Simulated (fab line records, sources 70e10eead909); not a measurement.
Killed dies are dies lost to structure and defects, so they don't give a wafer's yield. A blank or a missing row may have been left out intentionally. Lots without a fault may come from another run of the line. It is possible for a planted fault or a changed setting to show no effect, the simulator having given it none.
fab line records -- flow nand-harc
[record] lots = 13, wafers = 39, last-day = 33
route steps=1302 shown P_M1@307 END@1302
lots that met no fault: taken from a fault-free run of the same line
start-h: hours from the record's first day to the start of the lot's first wafer shown -- wait-h: time in hours since the lot's previous step -- " same as the row above -- L1.1+2: a row that stands for several wafers -- - value missing, or start not given -- * or withheld: withheld -- < > ~ a bound
route shown NAME@n: names a module that has steps shown in the file, with the first one's number in the route -- usual: mean/standard deviation taken from wafers without a fault -- same: alike in all rows -- chamber/n: place in a boat -- sites: each site's reading -- _std_site: the standard deviation of these -- _edge_site: outer sites' mean less inner sites' -- radius-mm: how far each site lies from the wafer's centre -- mask NAME#n: copy n -- behind: the most recent tool/chamber to have shaped the wafer -- hold: what put the lot on hold/how long, in hours/how the hold closed -- device: names the non-switching transistor (n, p or np) -- end of line: the tests these same wafers got at the end of their route -- a step without rows: its recipe alone -- killed: count of dies lost to structure and defects at first sort (not the wafer's yield) -- map: per-die view of a wafer (x killed, . not killed, _ where there is no die)
set.NAME: the setting as run; set.NAME@STEP: as run at that earlier step -- model.NAME: the simulator's own value behind a step, which no gauge read
steps of the route over a sample of lots; a table a step, a row a wafer
services: a tool's chamber out of use, with start hour (start-h, from the record's first day; less than 0 if before it), hours out, and reason
[[steps]]
[step NHARC_P_M1_PVD_20]
[recipe] target-thk-a = 50, bias-v = 168.6, power-w = 15000, chamber-pressure-pa = 0.12, time-s = 8.06, substrate-temp-c = 50, material = TaN
[usual] bias-v = 168.7/1.7, cathode-dc-power-W = 15000/2.9, throttle-valve-pct = 30.2/0.99
[same] time-s = 8.06
lot.wafer,tool,chamber,start-h,wait-h,bias-v,cathode-dc-power-W,throttle-valve-pct
L589.1,pvd-sputter-01,-,-,-,169.8,15001,30.2
L589.6,pvd-sputter-01,-,-,-,171.0,15000,30.2
L589.5,pvd-sputter-01,-,-,-,168.6,15005,31.2
L590.2,pvd-sputter-03,-,-,-,168.1,15000,28.4
L590.1,pvd-sputter-03,-,-,-,169.4,15000,29.9
L590.5,pvd-sputter-03,-,-,-,169.2,15002,29.5
L591.3,pvd-sputter-01,-,-,-,169.9,14999,30.7
L591.1,pvd-sputter-01,-,-,-,166.7,15002,28.8
L591.5,pvd-sputter-01,-,-,-,171.7,15001,30.3
L592.1,pvd-sputter-02,-,-,-,168.2,14990,30.7
L592.2,pvd-sputter-02,-,-,-,169.4,15004,29.9
L592.6,pvd-sputter-02,-,-,-,166.5,15001,31.2
L593.4,pvd-sputter-03,-,-,-,168.3,15005,28.5
L593.1,pvd-sputter-03,-,-,-,168.0,15000,29.5
L593.2,pvd-sputter-03,-,-,-,168.4,15005,29.7
L594.4,pvd-sputter-01,-,-,-,169.4,15002,31.1
L594.3,pvd-sputter-01,-,-,-,168.3,15002,29.3
L594.2,pvd-sputter-01,-,-,-,169.4,15000,31.0
L596.4,pvd-sputter-01,-,-,-,168.4,15000,31.1
L596.3,pvd-sputter-01,-,-,-,170.4,14997,30.7
L596.6,pvd-sputter-01,-,-,-,165.8,15004,29.1
L603.3,pvd-sputter-03,-,-,-,168.1,14997,29.0
L603.1,pvd-sputter-03,-,-,-,171.2,15002,30.1
L603.6,pvd-sputter-03,-,-,-,168.9,14997,29.9
L605.1,pvd-sputter-01,-,-,-,172.7,14999,30.5
L605.3,pvd-sputter-01,-,-,-,170.7,15001,31.9
L605.6,pvd-sputter-01,-,-,-,172.3,14996,30.6
L606.1,pvd-sputter-02,-,-,-,168.0,15004,31.1
L606.5,pvd-sputter-02,-,-,-,169.8,14996,32.4
L606.6,pvd-sputter-02,-,-,-,165.7,14994,30.2
L609.3,pvd-sputter-02,-,-,-,167.1,14995,31.0
L609.4,pvd-sputter-02,-,-,-,168.2,15000,31.0
L609.6,pvd-sputter-02,-,-,-,167.5,14995,31.2
L611.4,pvd-sputter-01,-,-,-,170.4,15000,30.7
L611.3,pvd-sputter-01,-,-,-,168.9,15000,30.7
L611.6,pvd-sputter-01,-,-,-,171.2,15000,30.6
L612.1,pvd-sputter-01,-,-,-,169.3,14995,30.6
L612.3,pvd-sputter-01,-,-,-,171.0,15001,31.8
L612.6,pvd-sputter-01,-,-,-,166.4,15000,29.2
[step NHARC_P_M1_PVD_21]
[recipe] target-thk-a = 300, chamber-pressure-pa = 5, power-w = 5000, substrate-temp-c = 30, time-s = 20.49, material = Cu
[usual] cathode-dc-power-W = 5000.0/0.94, chamber-pressure-pa = 4.998/0.01, throttle-valve-pct = 30.2/0.97, time-s = 20.49/0
lot.wafer,tool,chamber,start-h,wait-h,cathode-dc-power-W,chamber-pressure-pa,throttle-valve-pct,time-s
L589.1,pvd-sputter-01,-,131.83,-,5000.2,4.995,30.2,20.49
L589.6,pvd-sputter-01,-,131.83,-,5001.6,5.004,31.0,20.49
L589.5,pvd-sputter-01,-,131.83,-,5000.8,4.993,29.0,20.49
L590.2,pvd-sputter-03,-,139.71,-,4999.7,5.008,29.4,20.49
L590.1,pvd-sputter-03,-,139.71,-,4999.7,5.000,29.8,20.49
L590.5,pvd-sputter-03,-,139.71,-,4999.8,5.008,29.5,20.49
L591.1,pvd-sputter-01,-,143.98,-,4999.7,4.988,31.1,20.49
L591.3,pvd-sputter-01,-,143.98,-,4999.8,4.988,28.8,20.49
L591.5,pvd-sputter-01,-,143.98,-,4999.8,4.999,31.1,20.49
L592.2,pvd-sputter-02,-,162.67,-,5000.1,5.014,31.1,20.49
L592.1,pvd-sputter-02,-,162.67,-,5001.5,4.994,32.4,20.49
L592.6,pvd-sputter-02,-,162.67,-,5000.6,5.008,29.9,20.49
L593.2,pvd-sputter-03,-,163.79,-,5000.1,5.002,29.5,20.49
L593.1,pvd-sputter-03,-,163.79,-,4999.3,4.999,28.5,20.49
L593.4,pvd-sputter-03,-,163.79,-,5001.0,4.993,29.4,20.49
L594.2,pvd-sputter-01,-,181.33,-,5001.5,4.983,30.9,20.49
L594.3,pvd-sputter-01,-,181.33,-,4999.2,5.026,30.1,20.49
L594.4,pvd-sputter-01,-,181.33,-,4999.4,5.012,31.0,20.49
L596.3,pvd-sputter-01,-,196.93,-,5000.8,4.993,30.3,20.49
L596.4,pvd-sputter-01,-,196.93,-,4997.1,5.002,29.1,20.49
L596.6,pvd-sputter-01,-,196.93,-,4999.4,5.013,31.1,20.49
L603.1,pvd-sputter-03,-,269.16,-,4999.8,4.985,29.1,20.49
L603.3,pvd-sputter-03,-,269.16,-,4999.5,5.009,30.2,20.49
L603.6,pvd-sputter-03,-,269.16,-,4999.1,4.997,30.1,20.49
L605.1,pvd-sputter-01,-,288.24,-,-,-,-,-
L605.3,pvd-sputter-01,-,288.24,-,-,-,-,-
L605.6,pvd-sputter-01,-,288.24,-,-,-,-,-
L606.1,pvd-sputter-02,-,293.57,-,-,-,-,-
L606.5,pvd-sputter-02,-,293.57,-,-,-,-,-
L606.6,pvd-sputter-02,-,293.57,-,-,-,-,-
L609.3,pvd-sputter-02,-,331.73,-,4998.2,5.014,31.3,20.49
L609.4,pvd-sputter-02,-,331.73,-,5001.6,4.983,30.4,20.49
L609.6,pvd-sputter-02,-,331.73,-,5001.6,4.995,31.1,20.49
L611.4,pvd-sputter-01,-,348.34,-,5000.0,5.001,30.6,20.49
L611.3,pvd-sputter-01,-,348.34,-,4999.7,5.004,29.5,20.49
L611.6,pvd-sputter-01,-,348.34,-,5001.2,4.992,30.8,20.49
L612.1,pvd-sputter-01,-,364.20,-,4999.2,4.979,31.6,20.49
L612.3,pvd-sputter-01,-,364.20,-,5002.2,5.005,30.9,20.49
L612.6,pvd-sputter-01,-,364.20,-,5000.3,5.004,29.3,20.49
[step NHARC_P_M1_PRE_CLEAN_32]
[recipe] time-s = 12, temp-c = 370, rf-power-w = 300, gas = NH3
[usual] heater-power-w = 618/57
[same] time-s = 12
lot.wafer,tool,chamber,start-h,wait-h,heater-power-w
L589.1,pecvd-02,0,133.23,0.1,502
L589.6,pecvd-02,1,133.23,0.1,644
L589.5,pecvd-02,2,133.23,0.1,605
L590.1,pecvd-02,1,141.11,0.1,628
L590.2,pecvd-02,0,141.11,0.1,586
L590.5,pecvd-02,1,141.11,0.1,632
L591.3,pecvd-01,2,145.38,0.1,656
L591.1,pecvd-01,0,145.38,0.1,511
L591.5,pecvd-01,0,145.38,0.1,513
L592.2,pecvd-04,0,164.05,0.1,710
L592.1,pecvd-04,2,164.05,0.1,636
L592.6,pecvd-04,2,164.05,0.1,650
L593.2,pecvd-04,0,165.17,0.1,617
L593.1,pecvd-04,2,165.17,0.1,644
L593.4,pecvd-04,0,165.17,0.1,623
L594.2,pecvd-04,1,182.74,0.1,638
L594.3,pecvd-04,2,182.74,0.1,681
L594.4,pecvd-04,0,182.74,0.1,674
L596.3,pecvd-02,2,198.35,0.1,610
L596.4,pecvd-02,1,198.35,0.1,594
L596.6,pecvd-02,2,198.35,0.1,623
L603.1,pecvd-01,1,270.69,0.2,573
L603.3,pecvd-01,2,270.69,0.2,646
L603.6,pecvd-01,0,270.69,0.2,633
L605.1,pecvd-04,0,289.62,0.1,734
L605.3,pecvd-04,2,289.62,0.1,669
L605.6,pecvd-04,1,289.62,0.1,628
L606.1,pecvd-01,1,294.97,0.1,613
L606.5,pecvd-01,0,294.97,0.1,552
L606.6,pecvd-01,2,294.97,0.1,597
L609.3,pecvd-02,2,333.11,0.1,505
L609.6,pecvd-02,2,333.11,0.1,496
L609.4,pecvd-02,0,333.11,0.1,515
L611.3,pecvd-01,0,349.75,0.1,530
L611.6,pecvd-01,1,349.75,0.1,588
L611.4,pecvd-01,2,349.75,0.1,720
L612.3,pecvd-02,2,365.63,0.1,581
L612.1,pecvd-02,0,365.63,0.1,599
L612.6,pecvd-02,2,365.63,0.1,571
[step NHARC_P_M1_DEP_33]
[recipe] target-thk-a = 300, temp-c = 370, target-thk-nm = 30, pressure-torr = 3, flow-sccm = 200, rf-w = 450, material = SiCN
[usual] heater-power-w = 563/48
lot.wafer,tool,chamber,start-h,wait-h,heater-power-w
L589.1,pecvd-02,0,133.36,0.1,517
L589.6,pecvd-02,1,133.36,0.1,567
L589.5,pecvd-02,2,133.36,0.1,467
L590.1,pecvd-02,1,141.19,0.1,610
L590.2,pecvd-02,0,141.19,0.1,560
L590.5,pecvd-02,1,141.19,0.1,620
L591.3,pecvd-01,2,145.46,0.1,559
L591.1,pecvd-01,0,145.46,0.1,582
L591.5,pecvd-01,0,145.46,0.1,585
L592.2,pecvd-04,0,164.17,0.1,572
L592.1,pecvd-04,2,164.17,0.1,627
L592.6,pecvd-04,2,164.17,0.1,629
L593.2,pecvd-04,0,165.29,0.1,664
L593.1,pecvd-04,2,165.29,0.1,616
L593.4,pecvd-04,0,165.29,0.1,649
L594.2,pecvd-04,1,182.85,0.1,606
L594.3,pecvd-04,2,182.85,0.1,509
L594.4,pecvd-04,0,182.85,0.1,564
L596.3,pecvd-02,2,198.49,0.1,490
L596.4,pecvd-02,1,198.49,0.1,571
L596.6,pecvd-02,2,198.49,0.1,487
L603.1,pecvd-01,1,270.80,0.1,618
L603.3,pecvd-01,2,270.80,0.1,582
L603.6,pecvd-01,0,270.80,0.1,539
L605.1,pecvd-04,0,289.69,0.1,649
L605.3,pecvd-04,2,289.69,0.1,529
L605.6,pecvd-04,1,289.69,0.1,547
L606.1,pecvd-01,1,295.08,0.1,598
L606.5,pecvd-01,0,295.08,0.1,584
L606.6,pecvd-01,2,295.08,0.1,503
L609.3,pecvd-02,2,333.19,0.1,511
L609.6,pecvd-02,2,333.19,0.1,521
L609.4,pecvd-02,0,333.19,0.1,527
L611.3,pecvd-01,0,349.89,0.1,535
L611.6,pecvd-01,1,349.89,0.1,506
L611.4,pecvd-01,2,349.89,0.1,564
L612.3,pecvd-02,2,365.74,0.1,519
L612.1,pecvd-02,0,365.74,0.1,530
L612.6,pecvd-02,2,365.74,0.1,520
[step NHARC_END_SORT_01]
[recipe] temp-c = 25
[usual] defect-limited-yield = 91.5/2.5, killed-at-array = 52/17, killed-at-other = 1.2/1.4, killed-at-periphery = 4.7/2.9, killed-dies = 58/17, killed-open = 3.2/1.9, killed-short = 2.4/1.4, sort_bin_2_pct = 3.0/1.1, sort_bin_3_pct = 0.6/0.37, sort_bin_4_pct = 4.8/1.4, sort-n-pass = 619/17, sort-rim-yield-pct = 90/4.9, sort-yield-pct = 91.5/2.5
[same] gross-dies = 677, sort_bin_5_pct[%] = 0, sort_bin_6_pct[%] = 0, sort_bin_7_pct[%] = 0, sort_bin_8_pct[%] = 0, sort-rim-n-gross = 106.00
lot.wafer,tool,chamber,start-h,wait-h,defect-limited-yield[%],killed-at-array,killed-at-other,killed-at-periphery,killed-dies,killed-open,killed-short,sort_bin_2_pct[%],sort_bin_3_pct[%],sort_bin_4_pct[%],sort-n-pass,sort-rim-yield-pct[%],sort-yield-pct[%]
L606.1,prober-02,0,715.31,2.5,0,79,3,595,677,3,2,91.6,1.2,7.2,0,0,0
L606.5,prober-02,0,718.48,3.7,0,78,1,598,677,4,2,92.5,0.7,6.8,0,0,0
L606.6,prober-02,0,719.27,4.0,0,89,1,587,677,5,1,90.4,1.3,8.3,0,0,0
// killed by level:class
L606.1 P_M1:area-pvd=589 A_SLIT:chamber-film-flake=35 A_CHANNEL_HOLE_D1:chamber-film-flake=18 A_CHANNEL_HOLE_D2:chamber-film-flake=12 A_STAIRCASE:chamber-film-flake=3 THIN_TSV:chamber-film-flake=3 P_M1:chamber-film-flake=2 A_DECK1_JOINT:chamber-film-flake=2
L606.5 P_M1:area-pvd=594 A_CHANNEL_HOLE_D2:chamber-film-flake=26 A_SLIT:chamber-film-flake=25 A_CHANNEL_HOLE_D1:chamber-film-flake=15 A_CONTACT:chamber-film-flake=6 P_CONTACT:geometric-particle:open=1 P_M0:geometric-particle:open=1 A_ONON_D1:geometric-particle:open=1
L606.6 P_M1:area-pvd=583 A_SLIT:chamber-film-flake=36 A_CHANNEL_HOLE_D1:chamber-film-flake=26 A_CHANNEL_HOLE_D2:chamber-film-flake=14 A_CHANNEL_FILL_D1:chamber-film-flake=6 P_M1:chamber-film-flake=3 A_CHANNEL_FILL_D2:geometric-particle:open=2 P_M0:geometric-particle:open=1
[[services]]
tool,chamber,start-h,hours,kind
pvd-sputter-01,-,108.51,5.8,repair
pvd-sputter-02,-,122.23,10.0,pm
pecvd-01,-,130.00,13.0,pm
pecvd-04,2,144.69,6.3,repair
pvd-sputter-03,-,146.82,1.5,repair
pvd-sputter-03,-,170.00,10.0,pm
pecvd-01,1,195.39,5.7,repair
pvd-sputter-01,-,226.03,10.0,pm
pecvd-02,-,227.32,13.0,pm
pecvd-02,0,227.32,13.0,vent-cycle
pecvd-02,1,227.32,13.0,vent-cycle
pecvd-02,2,227.32,13.0,vent-cycle
pecvd-02,-,250.79,0.8,repair
pecvd-04,-,269.27,13.0,pm
pvd-sputter-03,-,280.58,1.5,repair
pvd-sputter-02,-,300.23,10.0,pm
pecvd-01,-,311.00,13.0,pm
pvd-sputter-01,-,314.73,1.0,repair
pvd-sputter-02,-,320.66,2.5,repair
pvd-sputter-01,-,321.14,2.1,repair
pvd-sputter-01,-,329.18,1.4,repair
pecvd-01,-,332.91,2.6,repair
pvd-sputter-03,-,348.00,10.0,pm
pecvd-02,1,348.31,5.8,repair
[[key]]
[first-sign] step = NHARC_P_M1_PVD_21, reading = tool-record, direction = missing
[effect] step = NHARC_END_SORT_01, reading = killed-at-periphery, direction = up, sigmas = 99+, usual = 4.7, struck = 593.3
[more-kills-born-at] NHARC_P_M1_PVD_21@pvd-sputter-02 = 1766
met-at NHARC_P_M1_PVD_21
struck-lots L605,L606
rows-end L605.1,L605.3,L605.6
later-rows-left-out L606.1,L606.5,L606.6
not-acting-at NHARC_P_M1_PVD_20,NHARC_P_M1_PRE_CLEAN_32,NHARC_P_M1_DEP_33
onset-between 196.93 288.24
[fault] kind = skipped-step-whole, tool = pvd-sputter-01,pvd-sputter-02, chamber = -, onset-h = 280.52, steps = NHARC_P_M1_PVD_21, scope = struck-lots-only
// later-rows-left-out: the simulator's readings of these wafers behind a module that went badly wrong aren't trusted and aren't shown, but for the sort
// rows-end: these wafers met a further fault down the route, and their rows from its step on are left out
